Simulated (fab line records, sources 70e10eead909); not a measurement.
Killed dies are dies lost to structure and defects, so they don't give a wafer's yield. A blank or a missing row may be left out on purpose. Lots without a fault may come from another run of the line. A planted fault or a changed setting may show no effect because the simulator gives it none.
A struck lot beside a sound one | flow nand_harc | 14 steps out of a route of 1159
Sound: wafers L133.2, L133.3, L133.6. Struck: wafer L120.1. (L120.4, L120.5 of the same lot were not struck and are left out.) The cause comes at the end.
At each step with rows: each side's tool, then ch and its chambers, then its first start. Under that, the readings that differ: sound wafers | struck wafers | difference of the means | sigmas: that difference in standard deviations of wafers without a fault.
alike: readings whose means differ by less than 2 such deviations, and words and numbers that are the same on both sides. not compared: withheld readings, readings that some wafer has no value for, bounds like >300 that may hide the same value, and numbers for which the record gives no deviation and whose values overlap.
The two part at a step that has a row with sigmas, a row that says differs or no value, or rows on one side only. Numbers that don't overlap but have no deviation are shown without sigmas and don't part them. A reading that every wafer of one side lacks parts them only if that side has two wafers or more.

first, 7 steps without rows for these wafers: NHARC_A_CONTACT_COAT_35 (time 65 s); NHARC_A_CONTACT_COAT_36 (resist thk 90 nm); NHARC_A_CONTACT_SOFTBAKE_37 (time 55 s); NHARC_A_CONTACT_EBR_38; NHARC_A_CONTACT_EXPOSE_39 (exposes mask A CC 3); NHARC_A_CONTACT_PEB_40 (peb time 65 s); NHARC_A_CONTACT_DEVELOP_41 (develop time 35 s).
NHARC_A_CONTACT_CD_MEAS_42: target cd 200 nm.
  sound on cd_sem-01 ch 0, day 22 04:10; struck on cd_sem-03 ch 0, day 19 03:26
  alike: cd_nm
NHARC_A_CONTACT_OVL_MEAS_43:
  sound on overlay-02, day 22 04:16; struck on overlay-02, day 19 03:31
  alike: overlay_x_nm, overlay_y_nm
NHARC_A_CONTACT_INSPECT_44:
  sound on defect_inspect-02, day 22 04:17; struck on defect_inspect-02, day 19 03:34
  alike: raw_defect_count
NHARC_A_CONTACT_DESCUM_47: chemistry O2, time 3 s.
  sound on rie_diel-11 ch 0,2, day 22 04:22; struck on rie_diel-13 ch 3, day 19 03:38
  alike: drypump_motor_current_A, o2_flow_sccm, oes_product_au, rf_vpp_V, showerhead_plenum_p_Torr, throttle_valve_pct
  not compared: rf_hours_counter_h
NHARC_A_CONTACT_ETCH_48: etches the open film in CF4, target depth 39 nm, time 65 s.
  sound on rie_diel-11 ch 0,3, day 22 04:26; struck on rie_diel-13 ch 0, day 19 03:43
  alike: bias_w, drypump_motor_current_A, oes_product_au, rf_vpp_V, run_length_s, showerhead_plenum_p_Torr, throttle_valve_pct
  not compared: rf_hours_counter_h
NHARC_A_CONTACT_ETCH_49: etches the open film in N2/H2, target depth 260 nm, time 475.3 s.
  sound on rie_diel-11 ch 1,3, day 22 04:36; struck on rie_diel-13 ch 2, day 19 03:47
  reading               | sound             | struck | difference | sigmas
  oes_product_au (a.u.) | 0.984 0.984 0.987 | 1.025  | +0.040     | +4
  run_length_s (s)      | 496.6 496.8 496.7 | 433.9  | -62.8      | -99 or more
  alike: drypump_motor_current_A, rf_vpp_V, showerhead_plenum_p_Torr, throttle_valve_pct
  not compared: bias_w, rf_hours_counter_h
NHARC_A_CONTACT_ETCH_50: etches the open film in CF4/CHF3, target depth 84.7 nm, time 42.4 s.
  sound on rie_diel-11 ch 0,3; struck on rie_diel-13 ch 2
  reading               | sound             | struck | difference | sigmas
  oes_product_au (a.u.) | 0.926 0.938 0.941 | 0.987  | +0.052     | +2
  alike: bias_w, drypump_motor_current_A, rf_vpp_V, run_length_s, showerhead_plenum_p_Torr, throttle_valve_pct
  not compared: rf_hours_counter_h

WHERE THEY PART
First at NHARC_A_CONTACT_ETCH_49; last, within this record, at NHARC_A_CONTACT_ETCH_50.

WHY: what the simulator had put in
Process parameter drift: rie_diel-13, from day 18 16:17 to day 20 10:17, at NHARC_A_CONTACT_ETCH_49. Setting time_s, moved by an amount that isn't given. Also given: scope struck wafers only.
